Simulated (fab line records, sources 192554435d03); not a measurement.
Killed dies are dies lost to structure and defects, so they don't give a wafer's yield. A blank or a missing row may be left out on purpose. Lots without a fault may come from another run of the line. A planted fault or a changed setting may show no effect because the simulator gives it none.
A struck lot beside a sound one | flow n5_finfet | 36 steps out of a route of 1938
Sound: wafers L112.2, L112.3, L112.5. Struck: wafers L117.1, L117.3, L117.6. The cause comes at the end.
At each step with rows: each side's tool, then ch and its chambers, then its first start. Under that, the readings that differ: sound wafers | struck wafers | difference of the means | sigmas: that difference in standard deviations of wafers without a fault.
alike: readings whose means differ by less than 2 such deviations, and words and numbers that are the same on both sides. not compared: withheld readings, readings that some wafer has no value for, bounds like >300 that may hide the same value, and numbers for which the record gives no deviation and whose values overlap.
The two part at a step that has a row with sigmas, a row that says differs or no value, or rows on one side only. Numbers that don't overlap but have no deviation are shown without sigmas and don't part them. A reading that every wafer of one side lacks parts them only if that side has two wafers or more.

first, 9 steps without rows for these wafers: N5_SD_EPI_N_DEVELOP_08 (develop time 30 s); N5_SD_EPI_N_DESCUM_14 (chemistry O2, time 7.9 s); N5_SD_EPI_N_ETCH_34 (etches SiARC in CF4, target depth 45.5 nm, time 75.8 s); N5_SD_EPI_N_ETCH_35 (etches SOC in N2/H2, overetch 108 nm, time 486 s); N5_SD_EPI_N_STRIP_36 (strips in N2/H2); N5_SD_EPI_N_ETCHBACK_44 (etches SiNx in CH3F/O2, stops on SiO2, target depth 14.5 nm); N5_SD_EPI_N_ETCH_45 (etches SiOCN in CH3F/O2, target depth 6 nm); N5_SD_EPI_N_ETCH_16 (etches SiO2 in CHF3/O2, target depth 5 nm); N5_SD_EPI_N_STRIP_47 (strips in CHF3/O2).
N5_SD_EPI_N_SD_RECESS_17: chemistry HBr/Cl2/O2, target depth 41 nm, time 23.7 s, bt time 3 s.
  sound on rie_si-02 ch 1,3, day 6 08:35; struck on rie_si-02 ch 1,3, day 7 12:46
  no value came back on the struck wafers for any of 6 readings (HBr_flow_sccm (sccm), O2_flow_sccm (sccm) and others); on the sound wafers HBr_flow_sccm (sccm) reads 149.7 149.9 149.5
  reading                                 | sound      | struck           | difference | sigmas
  model.Si_of_WELL_APT_EPI_41.thk_nm (nm) | 10 7.6 9.6 | 49.72 49.6 49.78 | +40.63     |
  not compared: rf_hours_counter_h
then, 2 steps without rows for these wafers: N5_SD_EPI_N_STRIP_38 (strips in N2/H2); N5_SD_EPI_N_WET_ETCH_43 (etches SiO2 in dHF, time 14 s, target depth 1.5 nm).
N5_SD_EPI_N_STRIP_18: strips in SPM, time 750 s.
  sound on wet_bench-03 ch 1,6,7, day 6 08:47; struck on wet_bench-02 ch 0,1,7, day 7 12:58
  reading                                 | sound       | struck         | difference | sigmas
  model.Si_of_WELL_APT_EPI_41.thk_nm (nm) | 9.6 7.2 9.2 | 49.4 49.2 49.4 | +40.7      |
then, 21 steps without rows for these wafers: N5_SD_EPI_N_SRD_20 (time 30 s); N5_SD_EPI_N_PRECLEAN_48 (cleans in NF3:NH3, afs cycles 2, time 20 s, sublimation time 60 s); N5_SD_EPI_N_VAPOR_ETCH_50 (etches Si in HCl, time 54 s); N5_SD_EPI_N_EPI_21 (deposits Si:P, time 690 s); N5_SD_EPI_N_PRECLEAN_24 (cleans in O3/DIW, time 60 s); N5_SD_EPI_N_SRD_25 (time 30 s); N5_SD_EPI_N_PRECLEAN_49 (cleans in NF3:NH3, afs cycles 1, time 20 s, sublimation time 60 s); N5_SD_EPI_N_LINER_46 (material SiNx, target thk 3 nm); N5_SD_EPI_P_COAT_34 (time 60 s, resist thk 350 nm); N5_SD_EPI_P_COAT_35 (time 60 s, resist thk 35 nm); N5_SD_EPI_P_COAT_03 (resist thk 150 nm); N5_SD_EPI_P_EBR_05; N5_SD_EPI_P_SOFTBAKE_04 (time 60 s); N5_SD_EPI_P_EXPOSE_06 (exposes mask SD P BLK, target cd 240 nm); N5_SD_EPI_P_PEB_07 (peb time 60 s); N5_SD_EPI_P_DEVELOP_08 (develop time 30 s); N5_SD_EPI_P_DESCUM_14 (chemistry O2, time 7.9 s); N5_SD_EPI_P_ETCH_36 (etches SiARC in CF4, target depth 45.5 nm, time 75.8 s); N5_SD_EPI_P_ETCH_37 (etches SOC in N2/H2, overetch 108 nm, time 486 s); N5_SD_EPI_P_STRIP_38 (strips in N2/H2); N5_SD_EPI_P_ETCHBACK_46 (etches SiNx in CH3F/O2, stops on SiO2, target depth 17.5 nm).
-- the record jumps here: 5 days lie between the struck wafers' starts before and after (it left off in module SD_EPI_P and takes up again in module BEOL_M4, whose first step shown is number 1111 of the route) --
N5_BEOL_M4_RC_MEAS_101:
  sound on prober-01 ch 0, day 11 16:01; struck on prober-01 ch 0, day 12 08:06
  reading             | sound                      | struck                     | difference | sigmas
  CJ_N                | 4.21 4.45 4.25             | 2.54 2.52 2.56             | -1.76      | -18
  DIBL_N (mV/V)       | 36.8 40.6 39.8             | 29.3 26.3 29.0             | -10.9      | -5
  IOFF_N (nA/um)      | 0.16 0.24 0.21             | 0.03 0.03 0.03             | -0.17      | -5
  IOFF_N_85C (nA/um)  | 3.2 4.4 3.9                | 0.9 0.7 0.8                | -3.0       | -5
  IOFF_N_LIN (nA/um)  | 0.079 0.103 0.092          | 0.021 0.016 0.020          | -0.072     | -5
  IOFF_N_LONG (nA/um) | 5.64e-05 5.81e-05 5.72e-05 | 4.66e-05 4.68e-05 4.68e-05 | -1.05e-05  | -4
  ION_N (uA/um)       | 687 693 682                | 282 272 276                | -411       | -29
  REXT_N (ohm.um)     | 80.0 77.2 80.1             | 112.7 112.8 114.2          | +34.1      | +19
  SS_N (mV/dec)       | 72.1 72.9 72.6             | 70.9 69.9 70.6             | -2.1       | -3
  VT_N (mV)           | 248 243 248                | 287 291 288                | +42        | +11
  VT_N_LVT (mV)       | 96 93 94                   | 136 141 138                | +44        | +11
  alike: DIBL_P, IOFF_P, ION_P, SS_P, VT_P
-- the record jumps here: 5 days lie between the struck wafers' starts before and after (it left off in module BEOL_M4 and takes up again in module PASSIVATION, whose first step shown is number 1936 of the route) --
N5_PASSIVATION_PROBE_49:
  sound on prober-02, day 15 17:20; struck on prober-01, day 17 06:39
  reading              | sound | struck            | difference | sigmas
  sort_bin_8_speed (%) | 0     | 92.46 91.02 90.17 | +91.22     | +99 or more
  sort_n_pass          | 1064  | 0 0 0             | -1064      | -63
  sort_yield_pct (%)   | 90.2  | 0 0 0             | -90        | -64
  alike: defect_limited_yield, killed_at_M0_to_M3, killed_at_M4_up, killed_at_contacts, killed_at_front_end, killed_at_other, killed_dies, killed_on_rim, killed_open, killed_short, sort_bin_5_function, sort_bin_6_memory

WHERE THEY PART
First at N5_SD_EPI_N_SD_RECESS_17; last, within this record, at N5_PASSIVATION_PROBE_49.

WHY: what the simulator had put in
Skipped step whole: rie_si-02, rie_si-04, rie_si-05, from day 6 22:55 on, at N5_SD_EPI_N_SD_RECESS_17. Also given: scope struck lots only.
